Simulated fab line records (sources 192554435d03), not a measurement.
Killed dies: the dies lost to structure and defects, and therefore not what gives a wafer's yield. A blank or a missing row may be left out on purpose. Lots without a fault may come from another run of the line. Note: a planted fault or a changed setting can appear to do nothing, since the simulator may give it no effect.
fab line records -- flow n5Finfet
[record] lots = 7, wafers = 21
route steps=1938 shown MOL_CONTACT_COAG@518 BEOL_M0_SAQP@643 BEOL_M0_CUTY@705 BEOL_M2@847 BEOL_M4@1026
startH: hours from the record's opening day to when the first of the lot's shown wafers began -- waitH: hours since the lot's step before -- " identical to the entry in the row above -- L1.1+2: several wafers, shown together as one row -- - value missing, or start not given -- * or withheld: withheld -- < > ~ a bound
route shown NAME@n: a module of which the file shows steps, and the number in the route of the first -- usual: mean/standard deviation taken from wafers without a fault -- same: alike in all rows -- chamber/n: place in a boat -- sites: the reading at each site -- _std_site: their standard deviation -- _edge_site: mean of outer sites minus mean of inner sites -- radiusMm: for every site, how far away it sits from the centre of the wafer -- mask NAME#n: copy n -- behind: tool/chamber where the wafer was last shaped -- hold: what put the lot on hold/how long, in hours/how the hold closed -- device: the n, p or np transistor that did not switch -- end of line: the tests these same wafers got at the end of their route -- a step with no rows: only its recipe -- killed: the dies lost at the first sort to structure and to defects; this is not the yield of the wafer -- map: a wafer's dies, marking killed ones x, the rest . and places with no die _
set.NAME: the setting as run; set.NAME@STEP: as run at that earlier step -- model.NAME: the simulator's own value behind a step, which no gauge read
lots with deliberately changed settings; one table per step, one row per wafer
[[steps]]
[step N5_MOL_CONTACT_COAG_COAT_104]
[recipe] resist = SiARC, tempC = 220, timeS = 60, spinRpm = 1500, resistThkNm = 12
lot.wafer,tool,chamber,startH,waitH,set.spinRpm,model.SiARC_of_MOL_CONTACT_COAG_COAT_104.thkNm
L077.3+4+5,lithoTrack-01,0,-,-,1665,11.4
L078.2+5+6,lithoTrack-01,0,-,-,1500,12
L082.1+2+5,lithoTrack-05,0,-,-,1500,12
L090.1,lithoTrack-03,0,-,-,1345,12.8
L090.3,lithoTrack-03,0,-,-,1345,12.6
L090.6,lithoTrack-03,0,-,-,1500,12
L091.1+3+4,lithoTrack-03,0,-,-,1500,12
L095.1+5,lithoTrack-05,0,-,-,1500,12
L095.3,lithoTrack-05,0,-,-,1651,11.4
L097.1+2+4,lithoTrack-01,0,-,-,1500,12
[step N5_MOL_CONTACT_COAG_COAT_58]
[recipe] resist = underlayer, tempC = 205, timeS = 60, spinRpm = 1500, resistThkNm = 10
[step N5_MOL_CONTACT_COAG_COAT_02]
[recipe] resist = CAR-EUV, spinRpm = 1500, resistThkNm = 30
[step N5_MOL_CONTACT_COAG_DESCUM_13]
[recipe] chemistry = O2, timeS = 7, sourcePowerW = 50, biasPowerW = 20, pressureMtorr = 20, rfFrequencyHz = 2.712e+07, tempC = 40, resist = CAR-EUV, o2FlowSccm = 225
[step N5_MOL_CONTACT_COAG_ETCH_59]
[recipe] chemistry = N2/H2, target = underlayer, targetDepthA = 130, maskMaterial = CAR-EUV, timeS = 10.4, ionEnergyEv = 200, pressureMtorr = 30, sourceW = 840, biasW = 150, n2FlowSccm = 200, h2FlowSccm = 200, ends = cleared
[step N5_MOL_CONTACT_COAG_ETCH_105]
[recipe] chemistry = CF4, target = SiARC, targetDepthA = 156, maskMaterial = CAR-EUV, timeS = 26, ionEnergyEv = 80, pressureMtorr = 40, sourceW = 545, biasW = 36, Ar_flow_sccm = 100, cf4FlowSccm = 100, ends = cleared
lot.wafer,tool,chamber,startH,waitH,set.spinRpm@MOL_CONTACT_COAG_COAT_104,model.etch.depthNm,model.CAR-EUV_of_MOL_CONTACT_COAG_COAT_02.thkNm
L077.3,rieDiel-02,1,107.11,0.0,1665,11.44,5.8
L077.4+5,rieDiel-02,"3,1",107.11,0.0,1665,11.43,5.8
L078.2,rieDiel-04,3,117.23,0.0,1500,12.04,5.6
L078.5+6,rieDiel-04,"2,3",117.23,0.0,1500,12,5.6
L082.1,rieDiel-04,0,135.86,0.0,1500,11.99,5.4
L082.2,rieDiel-04,3,135.86,0.0,1500,11.97,5.4
L082.5,rieDiel-04,2,135.86,0.0,1500,11.96,5.4
L090.1,rieDiel-06,3,182.44,0.0,1345,12.72,5
L090.3,rieDiel-06,0,182.44,0.0,1345,12.69,4.8
L090.6,rieDiel-06,3,182.44,0.0,1500,12.02,5.6
L091.1,rieDiel-04,3,190.08,0.0,1500,12.03,5.6
L091.3+4,rieDiel-04,"2,0",190.08,0.0,1500,12.05,5.4
L095.1+5,rieDiel-04,"3,1",218.98,0.0,1500,11.98,5.4
L095.3,rieDiel-04,0,218.98,0.0,1651,11.46,5.8
L097.1,rieDiel-02,0,226.67,0.0,1500,12.01,5.2
L097.2,rieDiel-02,1,226.67,0.0,1500,12.01,5.4
L097.4,rieDiel-02,2,226.67,0.0,1500,12.02,5.4
[step N5_MOL_CONTACT_COAG_PECVD_31]
[recipe] material = SiO2, targetThkA = 460, tempC = 400, precursor = TEOS/O2, pressureTorr = 6.5, rfW = withheld, teosFlowSccm = withheld, gas = O2, flowSccm = 2650, timeS = 8.9
lot.wafer,tool,chamber,startH,waitH,set.tempC,model.SiO2_of_MOL_CONTACT_COAG_PECVD_31.thkNm
L077.3,pecvd-03,2,114.79,0.3,400,45.6
L077.4,pecvd-03,2,114.79,0.3,416.2,42
L077.5,pecvd-03,1,114.79,0.3,416.2,41.6
L078.2,pecvd-02,2,127.30,0.3,400,45.6
L078.5,pecvd-02,1,127.30,0.3,386.1,50
L078.6,pecvd-02,2,127.30,0.3,386.1,50.6
L082.1,pecvd-02,1,144.75,0.3,400,46
L082.2,pecvd-02,2,144.75,0.3,394,47
L082.5,pecvd-02,0,144.75,0.3,394,48
L090.1+6,pecvd-04,0,194.41,0.3,400,46.6
L090.3,pecvd-04,1,194.41,0.3,400,45.6
L091.1+3,pecvd-03,"0,1",199.90,0.3,400,45.2
L091.4,pecvd-03,0,199.90,0.3,411.4,43
L095.1+3,pecvd-02,"0,1",228.25,0.3,390.2,49
L095.5,pecvd-02,0,228.25,0.3,400,46.8
L097.1,pecvd-02,2,236.95,0.3,400,45.6
L097.2,pecvd-02,0,236.95,0.3,400,46
L097.4,pecvd-02,2,236.95,0.3,400,45.8
[step N5_MOL_CONTACT_COAG_COAT_75]
[recipe] resist = SOC, tempC = 250, timeS = 60, spinRpm = 1500, resistThkNm = 60
[step N5_MOL_CONTACT_COAG_COAT_76]
[recipe] resist = SiARC, tempC = 220, timeS = 60, spinRpm = 1500, resistThkNm = 10
[step N5_MOL_CONTACT_COAG_ETCHBACK_135]
[recipe] chemistry = CHF3, target = SiO2, targetDepthA = 250, timeS = 16.7, ionEnergyEv = 200, pressureMtorr = 30, sourceW = 610, biasW = 170, Ar_flow_sccm = 200, CHF3_flow_sccm = 50
[step N5_MOL_CONTACT_COAG_STRIP_118]
[recipe] chemistry = CHF3, resist = SiARC, rfFrequencyHz = 6e+07
[step N5_MOL_CONTACT_COAG_VIA_ETCH_46]
[recipe] chemistry = C4F6/O2, targetDepthA = 460, overetchA = 92, maskMaterial = SOC, target = SiO2, biasW = 455, pressureMtorr = 10, timeS = 40, sourceW = 325, Ar_flow_sccm = 300, C4F6_flow_sccm = 10, O2_flow_sccm = 10, ionEnergyEv = 575.3, ends = endPoint
lot.wafer,tool,chamber,startH,waitH,set.tempC@MOL_CONTACT_COAG_PECVD_31,model.etch.depthNm
L077.3,rieDiel-04,3,115.72,0.0,400,45.52
L077.4,rieDiel-04,2,115.72,0.0,416.2,41.91
L077.5,rieDiel-04,3,115.72,0.0,416.2,41.6
L078.2,rieDiel-04,1,128.26,0.0,400,45.61
L078.5,rieDiel-04,0,128.26,0.0,386.1,50.05
L078.6,rieDiel-04,3,128.26,0.0,386.1,50.64
L082.1,rieDiel-02,1,146.40,0.0,400,45.98
L082.2,rieDiel-02,3,146.40,0.0,394,47.08
L082.5,rieDiel-02,1,146.40,0.0,394,48.05
L090.1,rieDiel-04,3,197.66,0.0,400,46.54
L090.3,rieDiel-04,1,197.66,0.0,400,45.62
L090.6,rieDiel-04,3,197.66,0.0,400,46.59
L091.1,rieDiel-06,3,203.14,0.0,400,45.19
L091.3,rieDiel-06,2,203.14,0.0,400,45.14
L091.4,rieDiel-06,1,203.14,0.0,411.4,42.92
L095.1,rieDiel-02,0,229.40,0.0,390.2,49.08
L095.3,rieDiel-02,2,229.40,0.0,390.2,49.09
L095.5,rieDiel-02,0,229.40,0.0,400,46.82
L097.1,rieDiel-02,0,238.38,0.0,400,45.69
L097.2,rieDiel-02,3,238.38,0.0,400,46.07
L097.4,rieDiel-02,2,238.38,0.0,400,45.85
[step N5_MOL_CONTACT_COAG_ETCHBACK_136]
[recipe] chemistry = CHF3, target = SiO2, targetDepthA = 250, timeS = 16.7, ionEnergyEv = 200, pressureMtorr = 30, sourceW = 610, biasW = 170, Ar_flow_sccm = 200, CHF3_flow_sccm = 50
lot.wafer,tool,chamber,startH,waitH,set.targetDepthA
L077.3+5,rieDiel-04,"3,2",117.79,0.0,250
L077.4,rieDiel-04,0,117.79,0.0,263.3
L078.2+6,rieDiel-06,"1,2",129.94,0.0,232.4
L078.5,rieDiel-06,3,129.94,0.0,250
L082.1+2+5,rieDiel-02,"3,2,2",147.88,0.0,250
L090.1+3,rieDiel-06,"1,3",200.93,0.0,250
L090.6,rieDiel-06,2,200.93,0.0,276.9
L091.1,rieDiel-06,0,204.64,0.0,270.8
L091.3+4,rieDiel-06,"1,2",204.64,0.0,250
L095.1+3,rieDiel-06,"1,3",230.80,0.0,250
L095.5,rieDiel-06,0,230.80,0.0,261.9
L097.1+2+4,rieDiel-02,"1,2,0",239.91,0.0,250
[step N5_MOL_CONTACT_COAG_STRIP_120]
[recipe] chemistry = CHF3, resist = SiARC, rfFrequencyHz = 6e+07
[step N5_MOL_CONTACT_COAG_VIA_ETCH_117]
[recipe] chemistry = C4F6/O2, targetDepthA = 400, overetchA = 80, maskMaterial = SOC, target = SiO2, biasW = 455, pressureMtorr = 10, timeS = 26, sourceW = 325, Ar_flow_sccm = 300, C4F6_flow_sccm = 10, O2_flow_sccm = 10, ionEnergyEv = 575.3, ends = endPoint
lot.wafer,tool,chamber,startH,waitH,set.targetDepthA@MOL_CONTACT_COAG_ETCHBACK_136,model.etch.depthNm,model.MOL_CONTACT_COAG.featureDepthNm
L077.3,rieDiel-04,3,117.82,0.0,250,39.52,39.6
L077.4,rieDiel-04,0,117.82,0.0,263.3,38.98,39
L077.5,rieDiel-04,2,117.82,0.0,250,39.48,39.4
L078.2,rieDiel-06,1,129.97,0.0,232.4,41.82,41.8
L078.5,rieDiel-06,3,129.97,0.0,250,39.82,39.8
L078.6,rieDiel-06,2,129.97,0.0,232.4,41.92,42
L082.1,rieDiel-02,3,147.91,0.0,250,40.64,40.6
L082.2,rieDiel-02,2,147.91,0.0,250,39.83,39.8
L082.5,rieDiel-02,2,147.91,0.0,250,39.84,39.8
L090.1,rieDiel-06,1,200.96,0.0,250,39.93,40
L090.3,rieDiel-06,3,200.96,0.0,250,39.66,39.6
L090.6,rieDiel-06,2,200.96,0.0,276.9,37.55,37.6
L091.1,rieDiel-06,0,204.67,0.0,270.8,37.99,38
L091.3,rieDiel-06,1,204.67,0.0,250,39.92,40
L091.4,rieDiel-06,2,204.67,0.0,250,40.24,40.2
L095.1,rieDiel-06,1,230.83,0.0,250,40.17,40.2
L095.3,rieDiel-06,3,230.83,0.0,250,39.78,39.8
L095.5,rieDiel-06,0,230.83,0.0,261.9,39.19,39.2
L097.1,rieDiel-02,1,239.94,0.0,250,40.18,40.2
L097.2,rieDiel-02,2,239.94,0.0,250,39.73,39.8
L097.4,rieDiel-02,0,239.94,0.0,250,39.62,39.6
[step N5_MOL_CONTACT_COAG_CVD_140]
[recipe] material = W, targetThkA = 665, mode = selectiveFill, tempC = 300, timeS = 215
lot.wafer,tool,chamber,startH,waitH,set.targetThkA,model.W_of_MOL_CONTACT_COAG_CVD_140.thkNm
L077.3+5,cvdW-01,0,118.56,0.2,665,66.6
L077.4,cvdW-01,0,118.56,0.2,665,67
L078.2,cvdW-02,0,130.46,0.1,665,67.2
L078.5,cvdW-02,1,130.46,0.1,665,67
L078.6,cvdW-02,0,130.46,0.1,587.5,59.2
L082.1,cvdW-01,0,148.39,0.1,665,67.6
L082.2,cvdW-01,1,148.39,0.1,665,66.2
L082.5,cvdW-01,1,148.39,0.1,665,65.6
L090.1,cvdW-01,0,201.44,0.1,605.6,60.8
L090.3,cvdW-01,1,201.44,0.1,665,66.6
L090.6,cvdW-01,1,201.44,0.1,665,66.8
L091.1,cvdW-01,1,205.15,0.1,665,66.4
L091.3,cvdW-01,1,205.15,0.1,583.3,57.8
L091.4,cvdW-01,0,205.15,0.1,583.3,58.2
L095.1,cvdW-02,0,231.31,0.1,665,65
L095.3,cvdW-02,1,231.31,0.1,665,65.8
L095.5,cvdW-02,1,231.31,0.1,665,66.2
L097.1+2+4,cvdW-01,"1,0,1",240.42,0.1,665,66.4
[step N5_BEOL_M0_SAQP_COAT_08]
[recipe] resist = CAR-ArF, spinRpm = 1500, resistThkNm = 90
lot.wafer,tool,chamber,startH,waitH,set.spinRpm,model.CAR-ArF_of_BEOL_M0_SAQP_COAT_08.thkNm
L077.3+5,lithoTrack-05,0,-,-,1500,90.2
L077.4,lithoTrack-05,0,-,-,1555,88.4
L078.2+5+6,lithoTrack-05,0,-,-,1500,90
L082.1,lithoTrack-02,0,-,-,1500,89.6
L082.2,lithoTrack-02,0,-,-,1500,90
L082.5,lithoTrack-02,0,-,-,1500,89.8
L090.1,lithoTrack-02,0,-,-,1500,89.8
L090.3,lithoTrack-02,0,-,-,1635,86.4
L090.6,lithoTrack-02,0,-,-,1635,86
L091.1,lithoTrack-05,0,-,-,1562,88.6
L091.3,lithoTrack-05,0,-,-,1500,89.8
L091.4,lithoTrack-05,0,-,-,1562,88.2
L095.1,lithoTrack-05,0,-,-,1648,86
L095.3,lithoTrack-05,0,-,-,1500,89.8
L095.5,lithoTrack-05,0,-,-,1500,90.2
L097.1+4,lithoTrack-04,0,-,-,1500,90.4
L097.2,lithoTrack-04,0,-,-,1500,90.2
[step N5_BEOL_M0_SAQP_EBR_10]
[recipe] solvent = PGMEA, ebrWidthMm = 1.5
[step N5_BEOL_M0_SAQP_SOFTBAKE_09]
[recipe] tempC = 110, timeS = 60, resist = CAR-ArF
[step N5_BEOL_M0_SAQP_EXPOSE_11]
[recipe] maskId = M0_CORE, na = 1.35, sourceShape = dipole, sigmaInner = 0.538, sigmaOuter = 0.738, polarization = te, targetCdNm = 42, doseMj = 55
[step N5_BEOL_M0_SAQP_PEB_12]
[recipe] pebTempC = withheld, pebTimeS = 60, resist = CAR-ArF
[step N5_BEOL_M0_SAQP_DEVELOP_13]
[recipe] developTimeS = 30, developer = TMAH, resist = CAR-ArF, devTempC = 23, rinseLiquid = diw, dry = airSpin
lot.wafer,tool,chamber,startH,waitH,set.spinRpm@BEOL_M0_SAQP_COAT_08,model.CAR-ArF_of_BEOL_M0_SAQP_COAT_08.thkNm
L077.3,lithoTrack-02,0,-,-,1500,88.6
L077.4,lithoTrack-02,0,-,-,1555,86.8
L077.5,lithoTrack-02,0,-,-,1500,88.4
L078.2+5,lithoTrack-04,0,-,-,1500,88.2
L078.6,lithoTrack-04,0,-,-,1500,88.4
L082.1,lithoTrack-02,0,-,-,1500,88
L082.2+5,lithoTrack-02,0,-,-,1500,88.2
L090.1,lithoTrack-04,0,-,-,1500,88.2
L090.3,lithoTrack-04,0,-,-,1635,84.8
L090.6,lithoTrack-04,0,-,-,1635,84.4
L091.1,lithoTrack-02,0,-,-,1562,86.8
L091.3,lithoTrack-02,0,-,-,1500,88
L091.4,lithoTrack-02,0,-,-,1562,86.4
L095.1,lithoTrack-04,0,-,-,1648,84.2
L095.3,lithoTrack-04,0,-,-,1500,88.2
L095.5,lithoTrack-04,0,-,-,1500,88.4
L097.1+4,lithoTrack-04,0,-,-,1500,88.6
L097.2,lithoTrack-04,0,-,-,1500,88.4
[step N5_BEOL_M0_CUTY_EXPOSE_54]
[recipe] maskId = M0_ABLK, na = 1.35, sourceShape = conventional, sigmaOuter = 0.8, polarization = unpolarized, doseMj = 36
lot.wafer,tool,chamber,startH,waitH,mask,set.doseMj
L077.3+4+5,arfiScanner-03,0,130.11,-,M0_ABLK#0,36
L078.2,arfiScanner-03,0,144.51,-,M0_ABLK#0,36.71
L078.5+6,arfiScanner-03,0,144.51,-,M0_ABLK#0,36
L082.1+2+5,arfiScanner-02,0,160.75,-,M0_ABLK#0,36
L090.1+3,arfiScanner-01,0,211.80,-,M0_ABLK#0,37.7
L090.6,arfiScanner-01,0,211.80,-,M0_ABLK#0,36
L091.1,arfiScanner-01,0,218.25,-,M0_ABLK#0,34.49
L091.3+4,arfiScanner-01,0,218.25,-,M0_ABLK#0,36
L095.1+3+5,arfiScanner-03,0,243.06,-,M0_ABLK#0,36
L097.1+2+4,arfiScanner-03,0,253.30,-,M0_ABLK#0,36
[step N5_BEOL_M0_CUTY_PEB_55]
[recipe] pebTempC = 110, pebTimeS = 60, resist = CAR-ArF-block
[step N5_BEOL_M0_CUTY_DEVELOP_56]
[recipe] developTimeS = 30, developer = TMAH, resist = CAR-ArF-block, rinseLiquid = diw, dry = airSpin, devTempC = 23
[step N5_BEOL_M0_CUTY_DESCUM_61]
[recipe] chemistry = O2, timeS = 7.9, sourcePowerW = 50, biasPowerW = 20, pressureMtorr = 20, rfFrequencyHz = 2.712e+07, tempC = 40, resist = CAR-ArF-block, o2FlowSccm = 225
[step N5_BEOL_M0_CUTY_ETCH_62]
[recipe] chemistry = CF4, target = SiARC, maskMaterial = CAR-ArF-block, timeS = 58.5, ionEnergyEv = 80, pressureMtorr = 40, sourceW = 545, biasW = 36, Ar_flow_sccm = 100, cf4FlowSccm = 100, ends = cleared
lot.wafer,tool,chamber,startH,waitH,set.doseMj@BEOL_M0_CUTY_EXPOSE_54,model.BEOL_M0_CUTY.cdOffsetNm
L077.3+5,rieDiel-02,"1,0",130.35,0.0,36,0.6
L077.4,rieDiel-02,1,130.35,0.0,36,1.2
L078.2,rieDiel-06,0,144.75,0.0,36.71,-0.2
L078.5,rieDiel-06,2,144.75,0.0,36,0.6
L078.6,rieDiel-06,1,144.75,0.0,36,0.8
L082.1,rieDiel-04,3,161.00,0.0,36,-0.8
L082.2,rieDiel-04,0,161.00,0.0,36,1
L082.5,rieDiel-04,3,161.00,0.0,36,-0.2
L090.1,rieDiel-04,3,212.04,0.0,37.7,-2.2
L090.3,rieDiel-04,0,212.04,0.0,37.7,-3.6
L090.6,rieDiel-04,2,212.04,0.0,36,0.6
L091.1,rieDiel-04,1,218.57,0.0,34.49,2.6
L091.3,rieDiel-04,3,218.57,0.0,36,0.4
L091.4,rieDiel-04,0,218.57,0.0,36,0.2
L095.1,rieDiel-04,3,243.34,0.0,36,1
L095.3,rieDiel-04,1,243.34,0.0,36,1.4
L095.5,rieDiel-04,3,243.34,0.0,36,0.8
L097.1,rieDiel-02,2,254.46,0.0,36,0.2
L097.2,rieDiel-02,1,254.46,0.0,36,-0.4
L097.4,rieDiel-02,2,254.46,0.0,36,-0.6
[step N5_BEOL_M0_CUTY_ETCH_63]
[recipe] chemistry = N2/H2, target = SOC, targetDepthA = 827, overetchA = 165, maskMaterial = SiARC, tempC = 40, ionEnergyEv = 200, timeS = 124, pressureMtorr = 30, sourceW = 840, biasW = 150, n2FlowSccm = 200, h2FlowSccm = 200
lot.wafer,tool,chamber,startH,waitH,set.doseMj@BEOL_M0_CUTY_EXPOSE_54,model.BEOL_M0_CUTY.cdOffsetNm
L077.3,rieDiel-02,1,130.40,0.0,36,0.8
L077.4,rieDiel-02,1,130.40,0.0,36,1.6
L077.5,rieDiel-02,0,130.40,0.0,36,0.4
L078.2,rieDiel-06,0,144.80,0.0,36.71,0
L078.5,rieDiel-06,2,144.80,0.0,36,0.6
L078.6,rieDiel-06,1,144.80,0.0,36,1
L082.1,rieDiel-04,3,161.05,0.0,36,-0.8
L082.2,rieDiel-04,0,161.05,0.0,36,1
L082.5,rieDiel-04,3,161.05,0.0,36,-0.4
L090.1,rieDiel-04,3,212.09,0.0,37.7,-2.4
L090.3,rieDiel-04,0,212.09,0.0,37.7,-3.4
L090.6,rieDiel-04,2,212.09,0.0,36,0.8
L091.1,rieDiel-04,1,218.62,0.0,34.49,2.6
L091.3,rieDiel-04,3,218.62,0.0,36,0.4
L091.4,rieDiel-04,0,218.62,0.0,36,0.2
L095.1,rieDiel-04,3,243.38,0.0,36,1
L095.3,rieDiel-04,1,243.38,0.0,36,1.6
L095.5,rieDiel-04,3,243.38,0.0,36,0.8
L097.1,rieDiel-02,2,254.51,0.0,36,0.2
L097.2,rieDiel-02,1,254.51,0.0,36,-0.4
L097.4,rieDiel-02,2,254.51,0.0,36,-0.6
[step N5_BEOL_M2_COAT_73]
[recipe] resist = underlayer, tempC = 205, timeS = 60, spinRpm = 1500, resistThkNm = 5
lot.wafer,tool,chamber,startH,waitH,set.spinRpm
L077.3+4+5,lithoTrack-02,0,-,-,1500
L078.2+5,lithoTrack-02,0,-,-,1500
L078.6,lithoTrack-02,0,-,-,1354
L082.1,lithoTrack-02,0,-,-,1500
L082.2+5,lithoTrack-02,0,-,-,1548
L090.1+3,lithoTrack-02,0,-,-,1500
L090.6,lithoTrack-02,0,-,-,1669
L091.1+3+4,lithoTrack-01,0,-,-,1500
L095.1+5,lithoTrack-01,0,-,-,1500
L095.3,lithoTrack-01,0,-,-,1352
L097.1+2+4,lithoTrack-04,0,-,-,1500
[step N5_BEOL_M2_DESCUM_16]
[recipe] chemistry = O2, timeS = 7, sourcePowerW = 50, biasPowerW = 20, pressureMtorr = 20, rfFrequencyHz = 2.712e+07, tempC = 40, resist = CAR-EUV, o2FlowSccm = 225
lot.wafer,tool,chamber,startH,waitH,set.timeS,model.CAR-EUV_of_BEOL_M2_COAT_05.thkNm
L077.3+4+5,rieDiel-02,"1,0,3",145.97,0.2,7,26
L078.2+6,rieDiel-04,"0,3",168.02,0.1,7,26
L078.5,rieDiel-04,2,168.02,0.1,6.186,26.4
L082.1,rieDiel-02,1,175.75,0.0,6.332,26.4
L082.2,rieDiel-02,2,175.75,0.0,7,26
L082.5,rieDiel-02,0,175.75,0.0,6.332,26.2
L090.1,rieDiel-06,0,231.01,0.2,7,26
L090.3+6,rieDiel-06,3,231.01,0.2,6.172,26.4
L091.1+3+4,rieDiel-04,"1,0,2",237.22,0.0,7,25.8
L095.1+3,rieDiel-04,"3,2",259.55,0.0,7,26
L095.5,rieDiel-04,0,259.55,0.0,5.53,26.8
L097.1+4,rieDiel-04,"1,2",274.42,0.1,7,26
L097.2,rieDiel-04,3,274.42,0.1,7,26.2
[step N5_BEOL_M2_ETCH_74]
[recipe] chemistry = N2/H2, target = underlayer, targetDepthA = 65, maskMaterial = CAR-EUV, timeS = 5.2, ionEnergyEv = 200, pressureMtorr = 30, sourceW = 840, biasW = 150, n2FlowSccm = 200, h2FlowSccm = 200, ends = cleared
[usual] etchRfOnTimeS = 5.16/0.087
lot.wafer,tool,chamber,startH,waitH,set.spinRpm@BEOL_M2_COAT_73,etchRfOnTimeS,model.etch.depthNm
L077.3,rieDiel-02,1,146.00,0.0,1500,5.21,4.975
L077.4,rieDiel-02,0,146.00,0.0,1500,5.05,4.984
L077.5,rieDiel-02,3,146.00,0.0,1500,5.36,4.981
L078.2,rieDiel-04,0,168.05,0.0,1500,5.15,4.946
L078.5,rieDiel-04,2,168.05,0.0,1500,5.14,4.974
L078.6,rieDiel-04,3,168.05,0.0,1354,5.48,5.242
L082.1,rieDiel-02,1,175.78,0.0,1500,5.14,4.979
L082.2,rieDiel-02,2,175.78,0.0,1548,5.02,4.915
L082.5,rieDiel-02,0,175.78,0.0,1548,4.96,4.906
L090.1,rieDiel-06,0,231.05,0.0,1500,5.32,4.995
L090.3,rieDiel-06,3,231.05,0.0,1500,5.14,4.998
L090.6,rieDiel-06,3,231.05,0.0,1669,4.86,4.722
L091.1,rieDiel-04,1,237.26,0.0,1500,5.07,4.984
L091.3,rieDiel-04,0,237.26,0.0,1500,5.01,5.004
L091.4,rieDiel-04,2,237.26,0.0,1500,5.14,5.007
L095.1,rieDiel-04,3,259.58,0.0,1500,5.13,5.016
L095.3,rieDiel-04,2,259.58,0.0,1352,5.42,5.279
L095.5,rieDiel-04,0,259.58,0.0,1500,5.02,5.014
L097.1,rieDiel-04,1,274.46,0.0,1500,5.04,4.974
L097.2,rieDiel-04,3,274.46,0.0,1500,5.18,4.988
L097.4,rieDiel-04,2,274.46,0.0,1500,5.14,4.974
[step N5_BEOL_M4_COAT_62]
[recipe] resist = SiARC, tempC = 220, timeS = 60, spinRpm = 1500, resistThkNm = 12
lot.wafer,tool,chamber,startH,waitH,set.spinRpm
L077.3+4+5,lithoTrack-05,0,-,-,1500
L078.2+5+6,lithoTrack-04,0,-,-,1500
L082.1+2,lithoTrack-05,0,-,-,1500
L082.5,lithoTrack-05,0,-,-,1450
L090.1+6,lithoTrack-02,0,-,-,1500
L090.3,lithoTrack-02,0,-,-,1547
L091.1+3,lithoTrack-05,0,-,-,1549
L091.4,lithoTrack-05,0,-,-,1500
L095.1,lithoTrack-05,0,-,-,1619
L095.3+5,lithoTrack-05,0,-,-,1500
L097.1+2+4,lithoTrack-05,0,-,-,1500
[[key]]
[split] step = N5_MOL_CONTACT_COAG_COAT_104, setting = spinRpm, stated = 1500, by = wafer
[response] step = N5_MOL_CONTACT_COAG_COAT_104, reading = model.SiARC_of_MOL_CONTACT_COAG_COAT_104.thkNm, change = -0.0638, per = 1%, r = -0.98
[response] step = N5_MOL_CONTACT_COAG_ETCH_105, reading = model.etch.depthNm, change = -0.0594, per = 1%, r = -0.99
[response] step = N5_MOL_CONTACT_COAG_ETCH_105, reading = model.CAR-EUV_of_MOL_CONTACT_COAG_COAT_02.thkNm, change = +0.0541, per = 1%, r = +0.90
[split] step = N5_MOL_CONTACT_COAG_PECVD_31, setting = tempC, stated = 400, by = wafer
[response] step = N5_MOL_CONTACT_COAG_PECVD_31, reading = model.SiO2_of_MOL_CONTACT_COAG_PECVD_31.thkNm, change = -1.02, per = 1%, r = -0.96
[response] step = N5_MOL_CONTACT_COAG_VIA_ETCH_46, reading = model.etch.depthNm, change = -1.03, per = 1%, r = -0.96
[split] step = N5_MOL_CONTACT_COAG_ETCHBACK_136, setting = targetDepthA, stated = 250, by = wafer
[response] step = N5_MOL_CONTACT_COAG_VIA_ETCH_117, reading = model.etch.depthNm, change = -0.219, per = 1%, r = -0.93
[response] step = N5_MOL_CONTACT_COAG_VIA_ETCH_117, reading = model.MOL_CONTACT_COAG.featureDepthNm, change = -0.219, per = 1%, r = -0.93
[split] step = N5_MOL_CONTACT_COAG_CVD_140, setting = targetThkA, stated = 665, by = wafer
[response] step = N5_MOL_CONTACT_COAG_CVD_140, reading = model.W_of_MOL_CONTACT_COAG_CVD_140.thkNm, change = +0.677, per = 1%, r = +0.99
[split] step = N5_BEOL_M0_SAQP_COAT_08, setting = spinRpm, stated = 1500, by = wafer
[response] step = N5_BEOL_M0_SAQP_COAT_08, reading = model.CAR-ArF_of_BEOL_M0_SAQP_COAT_08.thkNm, change = -0.403, per = 1%, r = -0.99
[response] step = N5_BEOL_M0_SAQP_DEVELOP_13, reading = model.CAR-ArF_of_BEOL_M0_SAQP_COAT_08.thkNm, change = -0.406, per = 1%, r = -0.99
[split] step = N5_BEOL_M0_CUTY_EXPOSE_54, setting = doseMj, stated = 36, by = wafer
[response] step = N5_BEOL_M0_CUTY_ETCH_62, reading = model.BEOL_M0_CUTY.cdOffsetNm, change = -0.638, per = 1%, r = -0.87
[response] step = N5_BEOL_M0_CUTY_ETCH_63, reading = model.BEOL_M0_CUTY.cdOffsetNm, change = -0.655, per = 1%, r = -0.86
[split] step = N5_BEOL_M2_COAT_73, setting = spinRpm, stated = 1500, by = wafer
[response] step = N5_BEOL_M2_ETCH_74, reading = etchRfOnTimeS, change = *, per = 1%, r = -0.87
[response] step = N5_BEOL_M2_ETCH_74, reading = model.etch.depthNm, change = -0.0263, per = 1%, r = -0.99
[split] step = N5_BEOL_M2_DESCUM_16, setting = timeS, stated = 7, by = wafer
[response] step = N5_BEOL_M2_DESCUM_16, reading = model.CAR-EUV_of_BEOL_M2_COAT_05.thkNm, change = -0.036, per = 1%, r = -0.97
[split] step = N5_BEOL_M4_COAT_62, setting = spinRpm, stated = 1500, by = wafer
response none in this file
